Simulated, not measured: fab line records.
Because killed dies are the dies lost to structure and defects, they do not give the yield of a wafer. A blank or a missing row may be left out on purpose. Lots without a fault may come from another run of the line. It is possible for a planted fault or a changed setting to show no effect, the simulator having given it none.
3 desks looking at one fault || flow n5Finfet || only its own numbers are on each desk; what lay behind them is given at the end

AT THE METROLOGY DESK
What the gauges read for every lot (on any tool): the sampled wafers with a number, averaged. If a lot's mean is further than 4 standard deviations from the usual mean, the lot is out of limits and carries the mark OUT (the distance appears in the brackets). Readings shown: 7 of its 10, picked as those furthest out on some lot.
Columns: A = DIBL_N at N5_BEOL_M4_RC_MEAS_101, usual 36.0 mV/V; B = DIBL_P at N5_BEOL_M4_RC_MEAS_101, usual 36.2 mV/V; C = IOFF_N at N5_BEOL_M4_RC_MEAS_101, usual 0.16 nA/um; D = IOFF_P at N5_BEOL_M4_RC_MEAS_101, usual 0.21 nA/um; E = ION_N at N5_BEOL_M4_RC_MEAS_101, usual 679 uA/um; F = SS_N at N5_BEOL_M4_RC_MEAS_101, usual 71.4 mV/dec; G = VT_P at N5_BEOL_M4_RC_MEAS_101, usual -251 mV
{"lot": "L674", "first seen here": "day 8 21:14", "A": 34.0, "B": 33.4, "C": 0.14, "D": 0.19, "E": 674, "F": 70.8, "G": -251}
{"lot": "L678", "first seen here": "day 9 14:20", "A": 35.9, "B": 35.0, "C": 0.15, "D": 0.19, "E": 681, "F": 70.8, "G": -252}
{"lot": "L683", "first seen here": "day 11 11:17", "A": 37.1, "B": 38.4, "C": 0.18, "D": 0.26, "E": 682, "F": 71.6, "G": -247}
{"lot": "L685", "first seen here": "day 11 11:38", "A": 36.1, "B": 35.8, "C": 0.14, "D": 0.21, "E": 679, "F": 71.4, "G": -250}
{"lot": "L688", "first seen here": "day 11 19:26", "A": 34.9, "B": 35.2, "C": 0.17, "D": 0.20, "E": 693, "F": 71.6, "G": -251}
{"lot": "L687", "first seen here": "day 11 20:20", "A": 36.8, "B": 37.2, "C": 0.17, "D": 0.22, "E": 673, "F": 71.8, "G": -250}
{"lot": "L689", "first seen here": "day 12 07:04", "A": 37.1, "B": 37.1, "C": 0.17, "D": 0.20, "E": 682, "F": 71.5, "G": -254}
{"lot": "L692", "first seen here": "day 12 20:01", "A": 35.5, "B": 37.4, "C": 0.17, "D": 0.19, "E": 685, "F": 71.5, "G": -254}
{"lot": "L696", "first seen here": "day 14 04:23", "A": 37.4, "B": 38.2, "C": 0.18, "D": 0.24, "E": 686, "F": 71.7, "G": -251}
{"lot": "L695", "first seen here": "day 14 09:19", "A": 38.6, "B": 40.8, "C": 0.22, "D": 0.27, "E": 686, "F": 72.2, "G": -248}
Finding of this desk: none of the 10 lots has anything out of limits.

DESK OF THE TOOL OWNER: rieDiel-01
The tool's own readings at N5_BEOL_M2_ETCH_64 (etches SOC in N2/H2, target depth 75 nm, overetch 22.5 nm, time 121.9 s): means of the sampled wafers that have a number, for each lot that ran on this tool. If a lot's mean is further than 4 standard deviations from the usual mean, the lot is out of limits and carries the mark OUT (the distance appears in the brackets).
Columns: A = biasW at N5_BEOL_M2_ETCH_64, usual 150.0 W; B = drypumpMotorCurrentA at N5_BEOL_M2_ETCH_64, usual 5.7 A; C = oesProductAu at N5_BEOL_M2_ETCH_64, usual 0.61 a.u.; D = rfFwdPowerW at N5_BEOL_M2_ETCH_64, usual 836.9 W; E = rfVppV at N5_BEOL_M2_ETCH_64, usual 524.4 V; F = showerheadPlenumPTorr at N5_BEOL_M2_ETCH_64, usual 2.55 Torr; G = throttleValvePct at N5_BEOL_M2_ETCH_64, usual 17.80 %
{"lot": "L678", "first seen here": "day 8 05:11", "A": 150.1, "B": 5.3, "C": 0.62, "D": 837.0, "E": 525.7, "F": 2.59, "G": 17.72}
{"lot": "L683", "first seen here": "day 9 22:25", "A": 149.9, "B": 5.7, "C": 0.59, "D": "634.8 (-81) OUT", "E": "574.9 (+23) OUT", "F": 2.57, "G": 17.79}
{"lot": "L685", "first seen here": "day 10 07:43", "A": 149.7, "B": 5.5, "C": 0.61, "D": "635.5 (-81) OUT", "E": "574.8 (+23) OUT", "F": 2.58, "G": 17.79}
{"lot": "L687", "first seen here": "day 10 10:35", "A": 150.2, "B": 5.7, "C": 0.59, "D": "635.5 (-81) OUT", "E": "574.5 (+23) OUT", "F": 2.57, "G": 17.79}
This desk finds L683, L685, L687 out of limits, L683 being first, at day 9 22:25 (rfFwdPowerW at N5_BEOL_M2_ETCH_64). L678: within limits.

THE DEFECT DESK
Per lot, the means of the sampled wafers with a number show what the inspections along the route counted. If a lot's mean is further than 4 standard deviations from the usual mean, the lot is out of limits and carries the mark OUT (the distance appears in the brackets).
Columns: A = rawDefectCount at N5_BEOL_M1_INSPECT_59, usual 76
{"lot": "L674", "first seen here": "day 7 18:31", "A": 75}
{"lot": "L678", "first seen here": "day 8 03:41", "A": 73}
{"lot": "L683", "first seen here": "day 9 21:38", "A": 55}
{"lot": "L685", "first seen here": "day 10 05:46", "A": 78}
{"lot": "L687", "first seen here": "day 10 07:30", "A": 62}
{"lot": "L688", "first seen here": "day 10 12:07", "A": 87}
{"lot": "L689", "first seen here": "day 10 17:41", "A": 134}
{"lot": "L692", "first seen here": "day 11 06:47", "A": 47}
{"lot": "L696", "first seen here": "day 12 14:26", "A": 47}
{"lot": "L695", "first seen here": "day 12 21:56", "A": 94}
Finding of this desk: none of the 10 lots has anything out of limits.

BROUGHT TOGETHER
The tool owner's desk could have raised an alarm at day 9 22:25, on L683, L685, L687.
The metrology desk saw nothing out of limits.
Nothing the defect desk looked at was out of limits.
The metrology desk has L683, L685, L687 on record, within its limits.
The defect desk has L683, L685, L687 on record, within its limits.
On rieDiel-01, each named lot ran N5_BEOL_M2_ETCH_64.

WHAT THE SIMULATOR HAD PUT IN
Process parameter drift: rieDiel-01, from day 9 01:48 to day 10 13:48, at N5_BEOL_M2_ETCH_64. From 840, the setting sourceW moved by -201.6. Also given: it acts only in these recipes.
Lots struck among those shown: L683, L685, L687.
How many hours passed from the start of the fault until each desk's first out-of-limits reading: the tool owner's desk, 21.
